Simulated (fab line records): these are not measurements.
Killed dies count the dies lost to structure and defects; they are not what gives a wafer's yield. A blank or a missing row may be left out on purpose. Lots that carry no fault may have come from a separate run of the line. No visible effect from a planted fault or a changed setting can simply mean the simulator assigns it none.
Matching of chambers || flow n5-finfet || 4 sister chambers for N5_BEOL_M11_ETCH_62 on rie-diel-04
The step etches SOC in N2/H2, target depth 110 nm, overetch 22 nm, time 165 s. 16 wafers are shown with their chamber, then 7 later ones without.

## WAFERS, EACH WITH ITS CHAMBER
{"wafer": "L079.3", "chamber": 3, "drypump-motor-current-A (A)": 6.5, "showerhead-plenum-p-Torr (Torr)": 2.53, "throttle-valve-pct (%)": 17.87}
{"wafer": "L079.4", "chamber": 2, "drypump-motor-current-A (A)": 6.5, "showerhead-plenum-p-Torr (Torr)": 2.52, "throttle-valve-pct (%)": 17.90}
{"wafer": "L079.6", "chamber": 1, "drypump-motor-current-A (A)": 6.2, "showerhead-plenum-p-Torr (Torr)": 2.54, "throttle-valve-pct (%)": 18.10}
{"wafer": "L078.1", "chamber": 1, "drypump-motor-current-A (A)": 6.2, "showerhead-plenum-p-Torr (Torr)": 2.54, "throttle-valve-pct (%)": 18.10}
{"wafer": "L078.3", "chamber": 0, "drypump-motor-current-A (A)": 5.4, "showerhead-plenum-p-Torr (Torr)": 2.68, "throttle-valve-pct (%)": 17.66}
{"wafer": "L078.5", "chamber": 1, "drypump-motor-current-A (A)": 6.2, "showerhead-plenum-p-Torr (Torr)": 2.54, "throttle-valve-pct (%)": 18.10}
{"wafer": "L089.3", "chamber": 0, "drypump-motor-current-A (A)": 5.4, "showerhead-plenum-p-Torr (Torr)": 2.67, "throttle-valve-pct (%)": 17.68}
{"wafer": "L089.5", "chamber": 0, "drypump-motor-current-A (A)": 5.4, "showerhead-plenum-p-Torr (Torr)": 2.67, "throttle-valve-pct (%)": 17.70}
{"wafer": "L089.6", "chamber": 3, "drypump-motor-current-A (A)": 6.5, "showerhead-plenum-p-Torr (Torr)": 2.52, "throttle-valve-pct (%)": 17.90}
{"wafer": "L091.1", "chamber": 0, "drypump-motor-current-A (A)": 5.4, "showerhead-plenum-p-Torr (Torr)": 2.67, "throttle-valve-pct (%)": 17.69}
{"wafer": "L091.2", "chamber": 1, "drypump-motor-current-A (A)": 6.2, "showerhead-plenum-p-Torr (Torr)": 2.53, "throttle-valve-pct (%)": 18.14}
{"wafer": "L091.4", "chamber": 0, "drypump-motor-current-A (A)": 5.4, "showerhead-plenum-p-Torr (Torr)": 2.67, "throttle-valve-pct (%)": 17.70}
{"wafer": "L093.1", "chamber": 1, "drypump-motor-current-A (A)": 6.2, "showerhead-plenum-p-Torr (Torr)": 2.53, "throttle-valve-pct (%)": 18.14}
{"wafer": "L093.3", "chamber": 3, "drypump-motor-current-A (A)": 6.5, "showerhead-plenum-p-Torr (Torr)": 2.52, "throttle-valve-pct (%)": 17.90}
{"wafer": "L093.6", "chamber": 3, "drypump-motor-current-A (A)": 6.5, "showerhead-plenum-p-Torr (Torr)": 2.52, "throttle-valve-pct (%)": 17.91}
{"wafer": "L094.1", "chamber": 0, "drypump-motor-current-A (A)": 5.5, "showerhead-plenum-p-Torr (Torr)": 2.67, "throttle-valve-pct (%)": 17.70}

SIGNATURES, as means of the wafers listed above
{"reading": "drypump-motor-current-A", "chamber 0": 5.417, "chamber 1": 6.200, "chamber 2": 6.500, "chamber 3": 6.500, "scatter within a chamber": 0.0264}
{"reading": "showerhead-plenum-p-Torr", "chamber 0": 2.6717, "chamber 1": 2.5360, "chamber 2": 2.5200, "chamber 3": 2.5225, "scatter within a chamber": 0.00482}
{"reading": "throttle-valve-pct", "chamber 0": 17.6883, "chamber 1": 18.1160, "chamber 2": 17.9000, "chamber 3": 17.8950, "scatter within a chamber": 0.0185}
Rule: a wafer lies at a distance from a chamber equal to the root of the sum of squares, over the readings, of (its reading less the chamber's mean, divided by the reading's scatter). The wafer belongs to the nearest chamber; if the next one is less than 2 further off, it can't be placed. The scatter is the square root of a quotient: the sum, over the shown wafers, of each reading's squared deviation from its chamber's mean, divided by wafers minus chambers.

## WAFERS WITH NO CHAMBER GIVEN
{"wafer": "L094.3", "drypump-motor-current-A (A)": 6.5, "showerhead-plenum-p-Torr (Torr)": 2.52, "throttle-valve-pct (%)": 17.92}
{"wafer": "L094.4", "drypump-motor-current-A (A)": 6.2, "showerhead-plenum-p-Torr (Torr)": 2.53, "throttle-valve-pct (%)": 18.14}
{"wafer": "L096.1", "drypump-motor-current-A (A)": 6.5, "showerhead-plenum-p-Torr (Torr)": 2.51, "throttle-valve-pct (%)": 17.52}
{"wafer": "L096.6", "drypump-motor-current-A (A)": 6.2, "showerhead-plenum-p-Torr (Torr)": 2.52, "throttle-valve-pct (%)": 18.15}
{"wafer": "L097.2", "drypump-motor-current-A (A)": 5.4, "showerhead-plenum-p-Torr (Torr)": 2.66, "throttle-valve-pct (%)": 17.75}
{"wafer": "L097.5", "drypump-motor-current-A (A)": 6.5, "showerhead-plenum-p-Torr (Torr)": 2.51, "throttle-valve-pct (%)": 17.53}
{"wafer": "L097.6", "drypump-motor-current-A (A)": 6.4, "showerhead-plenum-p-Torr (Torr)": 2.51, "throttle-valve-pct (%)": 17.92}

## WHICH CHAMBER EACH WENT THROUGH
{"wafer": "L094.3", "from the rows above": "can't be placed: 2 or 3", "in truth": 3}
{"wafer": "L094.4", "from the rows above": 1, "in truth": 1}
{"wafer": "L096.1", "from the rows above": "can't be placed: 3 or 2", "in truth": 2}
{"wafer": "L096.6", "from the rows above": 1, "in truth": 1}
{"wafer": "L097.2", "from the rows above": 0, "in truth": 0}
{"wafer": "L097.5", "from the rows above": "can't be placed: 3 or 2", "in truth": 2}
{"wafer": "L097.6", "from the rows above": "can't be placed: 2 or 3", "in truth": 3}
Correctly placed: 3 of 7. Can't be placed from these rows: 4 (the true chamber is among the candidates in 4). Number placed wrongly: 0.
